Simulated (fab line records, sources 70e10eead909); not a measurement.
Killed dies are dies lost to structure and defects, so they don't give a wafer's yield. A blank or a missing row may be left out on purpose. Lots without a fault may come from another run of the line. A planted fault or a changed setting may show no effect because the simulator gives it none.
Which tool did it? | flow nand_harc | 12 lots, 36 wafers sampled, at 2 steps of a route of 1302

WHAT THE GAUGES READ, wafer by wafer
NHARC_P_M2_CD_MEAS_09: target cd 170 nm.
lot  | measured     | on        | cd_nm (nm)
L075 | day 6 17:19  | cd_sem-02 | 169.2 169.2 168.5
L077 | day 7 18:32  | cd_sem-03 | 169.8 170.2 169.7
L079 | day 8 10:41  | cd_sem-02 | 170.9 169.5 169.9
L081 | day 9 14:28  | cd_sem-03 | 170.0 168.7 169.5
L083 | day 10 03:10 | cd_sem-02 | 169.6 170.2 170.4
L085 | day 11 03:41 | cd_sem-02 | 170.1 169.5 170.0
L087 | day 11 22:38 | cd_sem-03 | 169.8 169.7 170.1
L088 | day 12 13:29 | cd_sem-02 | 169.5 168.9 169.2
L091 | day 13 10:31 | cd_sem-02 | 170.5 170.5 171.7
L093 | day 14 12:35 | cd_sem-01 | 170.2 170.4 169.5
L095 | day 15 00:58 | cd_sem-02 | 169.4 169.6 169.2
L097 | day 16 08:34 | cd_sem-02 | 169.6 169.9 170.2

WHICH TOOL RAN EACH LOT (tool, then ch and the chambers of the sampled wafers, then the start)
lot  | NHARC_P_M1_DEGAS_29
L075 | pvd_sputter-01, day 6 14:22
L077 | pvd_sputter-03, day 7 15:37
L079 | pvd_sputter-02, day 8 07:44
L081 | pvd_sputter-03, day 9 11:33
L083 | pvd_sputter-02, day 10 00:11
L085 | pvd_sputter-03, day 11 00:35
L087 | pvd_sputter-02, day 11 19:41
L088 | pvd_sputter-03, day 12 10:38
L091 | pvd_sputter-02, day 13 07:28
L093 | pvd_sputter-03, day 14 09:13
L095 | pvd_sputter-01, day 14 22:01
L097 | pvd_sputter-01, day 16 05:38
- NHARC_P_M1_DEGAS_29: time 60 s.

THE ANSWER, worked out from the rows above alone
Rule: what is usual is taken from the lots themselves. Put in order of their means at a reading, lots are off if they are a third of the lots or fewer, leave a main group of 4 or more, and stand apart from it by a gap of 3 or more times the standard deviation of the main group's means; of several such gaps the widest counts. A main group whose means are all the same, to the digits that the tables above print for the reading, isn't used. A lot without any number at a reading at which 4 lots or more have one is off too. The other lots that the step has rows for count as sound.
No lot is off at any reading shown: from this, nothing can be told.

WHAT THE SIMULATOR HAD PUT IN
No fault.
